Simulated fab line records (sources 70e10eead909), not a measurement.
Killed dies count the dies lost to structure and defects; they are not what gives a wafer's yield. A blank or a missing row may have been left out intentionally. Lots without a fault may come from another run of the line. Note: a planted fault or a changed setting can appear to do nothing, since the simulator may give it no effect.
fab line records -- flow nand-harc
record: lots: 6, wafers: 18, last-day: 34
route steps=1302 shown A_ONON_D1@428
lots with no fault: from the same line, run without faults
start-h: the number of hours between the record's first day and the start of the first shown wafer of the lot -- wait-h: hours from the lot's prior step to this one -- " identical to the entry in the row above -- L1.1+2: several wafers, shown together as one row -- - value missing, or start not given -- * or withheld: withheld -- < > ~ a bound
route shown NAME@n: NAME is a module with steps in the file, n the number in the route of the first one -- usual: mean/standard deviation of fault-free wafers -- same: alike in all rows -- chamber/n: place in a boat -- sites: per-site readings -- _std_site: the standard deviation of these -- _edge_site: mean of outer sites minus mean of inner sites -- radius-mm: for every site, how far away it sits from the centre of the wafer -- mask NAME#n: copy n -- behind: the tool/chamber that last shaped the wafer -- hold: why the lot was held/for how many hours/how that ended -- device: transistor that didn't switch, given as n, p or np -- end of line: at the end of the route, the tests of the same wafers -- where a step has no rows: the recipe by itself -- killed: not the wafer's yield, but the dies lost to structure and defects at the first sort -- map: a wafer's dies, marking killed ones x, the rest . and places with no die _
set.NAME: the setting the step ran with; set.NAME@STEP: the setting that earlier step ran with -- model.NAME: the simulator's own value behind a step, which no gauge read
lots seen at some steps along the route; tables by step, rows by wafer
services: when a tool's chamber went out of use (start-h, in hours from the record's first day, below 0 if earlier), for how many hours, and the reason
== steps ==
step: NHARC_A_ONON_D1_DEP_06
recipe: target-thk-a: 10000, n2-flow-sccm: 2750, n2o-flow-sccm: 2000, nh3-flow-sccm: 500, sih4-flow-sccm: 210, temp-c: 400
step: NHARC_A_ONON_D1_THK_MEAS_08
recipe: thk-meas-gauge: ellipsometry
usual: thk-nm: 1001/9.5
lot.wafer,tool,chamber,start-h,wait-h,thk-nm
L648.1,film-metro-01,-,161.99,-,1006
L648.3,film-metro-01,-,161.99,-,1007
L648.6,film-metro-01,-,161.99,-,1005
L651.1,film-metro-02,-,193.96,-,984
L651.3,film-metro-02,-,193.96,-,983
L651.5,film-metro-02,-,193.96,-,984
L660.1,film-metro-01,-,283.44,-,985
L660.4,film-metro-01,-,283.44,-,988
L660.5,film-metro-01,-,283.44,-,985
L662.1,film-metro-02,-,306.65,-,990
L662.2,film-metro-02,-,306.65,-,992
L662.5,film-metro-02,-,306.65,-,991
L669.3,film-metro-02,-,370.46,-,1007
L669.4,film-metro-02,-,370.46,-,1006
L669.6,film-metro-02,-,370.46,-,1007
L670.2,film-metro-01,-,385.51,-,1016
L670.5,film-metro-01,-,385.51,-,1016
L670.6,film-metro-01,-,385.51,-,1017
step: NHARC_A_ONON_D1_DEP_09
recipe: target-thk-a: 10000, n2-flow-sccm: 2750, n2o-flow-sccm: 2000, nh3-flow-sccm: 500, sih4-flow-sccm: 210, temp-c: 400
step: NHARC_A_ONON_D1_THK_MEAS_11
recipe: thk-meas-gauge: ellipsometry
usual: thk-nm: 1001/8.6
lot.wafer,tool,chamber,start-h,wait-h,thk-nm
L648.1,film-metro-01,-,162.55,-,983
L648.3,film-metro-01,-,162.55,-,985
L648.6,film-metro-01,-,162.55,-,982
L651.1,film-metro-02,-,194.53,-,1001
L651.3,film-metro-02,-,194.53,-,1001
L651.5,film-metro-02,-,194.53,-,1002
L660.1,film-metro-02,-,284.01,-,1003
L660.4,film-metro-02,-,284.01,-,1002
L660.5,film-metro-02,-,284.01,-,1003
L662.1,film-metro-02,-,307.21,-,992
L662.2,film-metro-02,-,307.21,-,994
L662.5,film-metro-02,-,307.21,-,991
L669.3,film-metro-01,-,371.02,-,994
L669.4,film-metro-01,-,371.02,-,994
L669.6,film-metro-01,-,371.02,-,993
L670.2,film-metro-01,-,386.07,-,1012
L670.5,film-metro-01,-,386.07,-,1014
L670.6,film-metro-01,-,386.07,-,1014
step: NHARC_A_ONON_D1_DEP_12
recipe: target-thk-a: 10000, n2-flow-sccm: 2750, n2o-flow-sccm: 2000, nh3-flow-sccm: 500, sih4-flow-sccm: 210, temp-c: 400
step: NHARC_A_ONON_D1_THK_MEAS_14
recipe: thk-meas-gauge: ellipsometry
usual: thk-nm: 1002/8.5
lot.wafer,tool,chamber,start-h,wait-h,thk-nm
L648.1,film-metro-01,-,163.11,-,985
L648.3,film-metro-01,-,163.11,-,986
L648.6,film-metro-01,-,163.11,-,987
L651.1,film-metro-02,-,195.09,-,1009
L651.3,film-metro-02,-,195.09,-,1010
L651.5,film-metro-02,-,195.09,-,1008
L660.1,film-metro-01,-,284.58,-,993
L660.4,film-metro-01,-,284.58,-,993
L660.5,film-metro-01,-,284.58,-,994
L662.1,film-metro-01,-,307.78,-,997
L662.2,film-metro-01,-,307.78,-,998
L662.5,film-metro-01,-,307.78,-,996
L669.3,film-metro-01,-,371.59,-,1001
L669.4,film-metro-01,-,371.59,-,997
L669.6,film-metro-01,-,371.59,-,1001
L670.2,film-metro-01,-,386.64,-,1006
L670.5,film-metro-01,-,386.64,-,1007
L670.6,film-metro-01,-,386.64,-,1006
step: NHARC_A_ONON_D1_ANNEAL_15
recipe: temp-c: 750, time-s: 3600
step: NHARC_A_ONON_D1_DEP_16
recipe: target-thk-a: 10000, n2-flow-sccm: 2750, n2o-flow-sccm: 2000, nh3-flow-sccm: 500, sih4-flow-sccm: 210, temp-c: 400
step: NHARC_A_ONON_D1_THK_MEAS_18
recipe: thk-meas-gauge: ellipsometry
usual: thk-nm: 1003/12
lot.wafer,tool,chamber,start-h,wait-h,thk-nm
L648.1,film-metro-01,-,170.85,-,1015
L648.3,film-metro-01,-,170.85,-,1017
L648.6,film-metro-01,-,170.85,-,1015
L651.1,film-metro-01,-,202.86,-,1012
L651.3,film-metro-01,-,202.86,-,1013
L651.5,film-metro-01,-,202.86,-,1011
L660.1,film-metro-01,-,296.36,-,989
L660.4,film-metro-01,-,296.36,-,989
L660.5,film-metro-01,-,296.36,-,988
L662.1,film-metro-01,-,316.67,-,1013
L662.2,film-metro-01,-,316.67,-,1009
L662.5,film-metro-01,-,316.67,-,1014
L669.3,film-metro-01,-,379.35,-,1017
L669.4,film-metro-01,-,379.35,-,1018
L669.6,film-metro-01,-,379.35,-,1019
L670.2,film-metro-02,-,394.47,-,995
L670.5,film-metro-02,-,394.47,-,996
L670.6,film-metro-02,-,394.47,-,995
step: NHARC_A_ONON_D1_DEP_19
recipe: target-thk-a: 10000, n2-flow-sccm: 2750, n2o-flow-sccm: 2000, nh3-flow-sccm: 500, sih4-flow-sccm: 210, temp-c: 400
step: NHARC_A_ONON_D1_THK_MEAS_21
recipe: thk-meas-gauge: ellipsometry
usual: thk-nm: 1001/13
lot.wafer,tool,chamber,start-h,wait-h,thk-nm
L648.1,film-metro-01,-,171.42,-,996
L648.3,film-metro-01,-,171.42,-,997
L648.6,film-metro-01,-,171.42,-,997
L651.1,film-metro-01,-,203.45,-,1008
L651.3,film-metro-01,-,203.45,-,1006
L651.5,film-metro-01,-,203.45,-,1005
L660.1,film-metro-02,-,296.93,-,1024
L660.4,film-metro-02,-,296.93,-,1022
L660.5,film-metro-02,-,296.93,-,1024
L662.1,film-metro-01,-,317.24,-,995
L662.2,film-metro-01,-,317.24,-,995
L662.5,film-metro-01,-,317.24,-,995
L669.3,film-metro-01,-,379.92,-,1012
L669.4,film-metro-01,-,379.92,-,1012
L669.6,film-metro-01,-,379.92,-,1014
L670.2,film-metro-01,-,395.04,-,991
L670.5,film-metro-01,-,395.04,-,989
L670.6,film-metro-01,-,395.04,-,993
step: NHARC_A_ONON_D1_DEP_22
recipe: target-thk-a: 10000, n2-flow-sccm: 2750, n2o-flow-sccm: 2000, nh3-flow-sccm: 500, sih4-flow-sccm: 210, temp-c: 400
lot.wafer,tool,chamber,start-h,wait-h
L648.1+3+6,pecvd-onon-02,0,171.48,0.1
L651.1+3+5,pecvd-onon-03,0,203.50,0.1
L660.1+4+5,pecvd-onon-03,0,296.98,0.1
L662.1+2+5,pecvd-onon-03,0,317.29,0.1
L669.3+4+6,pecvd-onon-04,0,380.09,0.2
L670.2+5+6,pecvd-onon-02,0,395.15,0.1
step: NHARC_A_ONON_D1_THK_MEAS_24
recipe: thk-meas-gauge: ellipsometry
usual: thk-nm: 998/6.8
lot.wafer,tool,chamber,start-h,wait-h,thk-nm
L648.1,film-metro-02,-,171.99,-,990
L648.3,film-metro-02,-,171.99,-,989
L648.6,film-metro-02,-,171.99,-,989
L651.1,film-metro-01,-,204.02,-,999
L651.3,film-metro-01,-,204.02,-,999
L651.5,film-metro-01,-,204.02,-,1000
L660.1,film-metro-02,-,297.49,-,980
L660.4,film-metro-02,-,297.49,-,982
L660.5,film-metro-02,-,297.49,-,980
L662.1,film-metro-01,-,317.80,-,971
L662.2,film-metro-01,-,317.80,-,970
L662.5,film-metro-01,-,317.80,-,972
L669.3,film-metro-01,-,380.49,-,999
L669.4,film-metro-01,-,380.49,-,999
L669.6,film-metro-01,-,380.49,-,999
L670.2,film-metro-01,-,395.60,-,990
L670.5,film-metro-01,-,395.60,-,989
L670.6,film-metro-01,-,395.60,-,991
step: NHARC_A_ONON_D1_DEP_25
recipe: target-thk-a: 10000, n2-flow-sccm: 2750, n2o-flow-sccm: 2000, nh3-flow-sccm: 500, sih4-flow-sccm: 210, temp-c: 400
== services ==
tool,chamber,start-h,hours,kind
pecvd-onon-02,-,185.24,13.0,pm
pecvd-onon-03,-,227.00,13.0,pm
pecvd-onon-04,-,311.32,13.0,pm
pecvd-onon-02,-,366.24,13.0,pm
== key ==
first-sign: step: NHARC_A_ONON_D1_THK_MEAS_24, reading: thk-nm, direction: down, sigmas: 3.2, usual: 998, struck: 976
effect none on later readings
met-at NHARC_A_ONON_D1_DEP_22
struck-wafers L660.1,L660.4,L660.5,L662.1,L662.2,L662.5
sort-left-out L660.1,L660.4,L660.5,L662.1,L662.2,L662.5
tester-left-out L660,L662
onset-between 203.50 296.98
fault: kind: process-parameter-drift, tool: pecvd-onon-03, chamber: -, onset-h: 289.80, steps: NHARC_A_ONON_D1_DEP_22, channel: target-thk-a, offset: *, shape: step, end-h: 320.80, acts-in: *, stated: *
tester-left-out: of these lots the tester's yield and bins aren't shown, on N5 and GAA mostly nor the transistor test; their killed dies are dies lost to structure and defects alone, not to doping, threshold or leakage, so they don't give the yield
sort-left-out: the simulated sort isn't trusted on such a fault, so these wafers' sort isn't shown, and their yield isn't known
